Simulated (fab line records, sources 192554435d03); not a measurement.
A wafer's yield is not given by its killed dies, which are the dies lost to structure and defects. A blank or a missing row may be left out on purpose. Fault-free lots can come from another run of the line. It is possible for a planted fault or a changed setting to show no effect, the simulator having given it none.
A struck lot beside a sound one || flow n5 finfet || 16 out of 1938 route steps
Sound: wafers L621.1, L621.2, L621.6. Wafers L629.1, L629.3, L629.5 were the ones struck. The cause is named last.
Per side, at each step with rows, come the tool, then ch with its chambers, and then its first start. Under that, the readings that differ: sound wafers || struck wafers || difference of the means || sigmas: that difference in standard deviations of wafers without a fault.
alike: words and numbers the same on both sides, and readings whose means are apart by under 2 such deviations; not compared: readings that were withheld, readings missing a value for some wafer, numbers with overlapping values and no deviation given by the record, and bounds like >300 which may hide the same value.
Wherever a step has rows on one side only, a row that says differs or no value, or a row with sigmas, the two part there. When numbers do not overlap yet have no deviation, they are printed without sigmas and do not part them. Lack of a reading on every wafer of one side parts them only where that side has two or more wafers.

first, 6 steps without rows for these wafers: N5_BEOL_M13_EBR_06; N5_BEOL_M13_SOFTBAKE_05 (time 60 s); N5_BEOL_M13_EXPOSE_07 (exposes mask V12); N5_BEOL_M13_PEB_08 (peb time 90 s); N5_BEOL_M13_DEVELOP_09 (develop time 45 s); N5_BEOL_M13_HARDBAKE_14 (time 120 s).
N5_BEOL_M13_CD_MEAS_10 targets a cd of 190 nm.
  sound on cd sem-02 ch 0, day 13 09:59; struck on cd sem-03 ch 0, day 15 14:56
  alike: cd nm
N5_BEOL_M13_OVL_MEAS_11:
  sound on overlay-01 ch 0, day 13 10:01; struck on overlay-02 ch 0, day 15 14:58
  alike: V12_OVL
N5_BEOL_M13_INSPECT_12: inspects for defects (macro).
  struck on defect inspect-02, day 15 14:59; sound on defect inspect-01, day 13 10:02
  alike: raw defect count
N5_BEOL_M13_DESCUM_15: chemistry O2, time 7.9 s.
  sound on rie diel-05 ch 0,1,3, day 13 10:28; struck on rie diel-04 ch 1,2, day 15 15:02
{"reading": "oes product au (a.u.)", "sound": "0.74 0.68 0.76", "struck": "0.94 0.88 0.95", "difference": "+0.20", "sigmas": "+2"}
  alike: drypump motor current A, rf vpp V, showerhead plenum p Torr, throttle valve pct
  not compared: rf hours counter h
N5_BEOL_M13_ETCH_59: etches BARC in N2/H2, target depth 89 nm, overetch 26.7 nm, time 67.9 s.
  sound on rie diel-05 ch 0,1,3, day 13 10:29; struck on rie diel-04 ch 1,2, day 15 15:04
{"reading": "oes product au (a.u.)", "sound": "0.64 0.59 0.67", "struck": "0.80 0.75 0.79", "difference": "+0.15", "sigmas": "+2"}
  alike: drypump motor current A, n2 flow sccm, rf vpp V, showerhead plenum p Torr, throttle valve pct
  not compared: rf hours counter h
N5_BEOL_M13_VIA_ETCH_16: etches SiOC in C4F8/O2/Ar, target depth 921.7 nm.
  sound on rie diel-05 ch 0,1,3, day 13 10:33; struck on rie diel-04 ch 1,2, day 15 15:07
{"reading": "oes product au (a.u.)", "sound": "0.66 0.61 0.69", "struck": "0.84 0.79 0.84", "difference": "+0.17", "sigmas": "+2"}
  alike: drypump motor current A, mfc ar sccm, rf vpp V, showerhead plenum p Torr, throttle valve pct
N5_BEOL_M13_STRIP_63: strips in N2/H2.
  sound on plasma asher-01 ch 0,1, day 13 10:47; struck on plasma asher-02 ch 0,1, day 15 15:21
  no value came back on the struck wafers for any of 7 readings (chamber pressure mTorr (mTorr), drypump motor current A (A) and others); on the sound wafers chamber pressure mTorr (mTorr) reads 1001.1 1000.6 999.2
{"reading": "model.coat_of_BEOL_M13_COAT_04.thk nm (nm)", "sound": "0 0 0", "struck": "68.4 67.6 65.8", "difference": "+67.3", "sigmas": ""}
  not compared: rf hours counter h
N5_BEOL_M13_STRIP_64: strips in N2/H2.
  sound on plasma asher-01 ch 0,1, day 13 10:51; struck on plasma asher-02 ch 0,1, day 15 15:25
{"reading": "h2 flow sccm (sccm)", "sound": "3257 3264 3263", "struck": "3236 3243 3246", "difference": -20, "sigmas": -2}
{"reading": "oes product au (a.u.)", "sound": "0.727 0.711 0.713", "struck": "0.708 0.704 0.704", "difference": -0.012, "sigmas": -3}
{"reading": "strip time to endpoint s (s)", "sound": "31.37 31.34 31.36", "struck": "51.56 51.28 50.91", "difference": "+19.89", "sigmas": "+99 or more"}
  alike: drypump motor current A, heater power w, n2 flow sccm
  not compared: rf hours counter h
then, 1 step without rows for these wafers: N5_BEOL_M13_STRIP_71 (strips in post etch residue remover, time 60 s).
N5_PASSIVATION_PROBE_49:
  struck on prober-01, day 16 22:41; sound on prober-01, day 14 19:01
  alike: defect limited yield, killed_at_M0_to_M3, killed_at_M4_up, killed at contacts, killed at front end, killed at other, killed dies, killed open, killed short, sort_bin_4_leakage, sort_bin_5_function, sort_bin_6_memory, sort_bin_8_speed, sort n pass, sort yield pct

WHERE THEY PART
Last at N5_BEOL_M13_STRIP_64 as far as this record goes, first at N5_BEOL_M13_DESCUM_15. Later steps at which nothing parts them and some readings are alike: N5_PASSIVATION_PROBE_49.

WHY: what had been put in by the simulator
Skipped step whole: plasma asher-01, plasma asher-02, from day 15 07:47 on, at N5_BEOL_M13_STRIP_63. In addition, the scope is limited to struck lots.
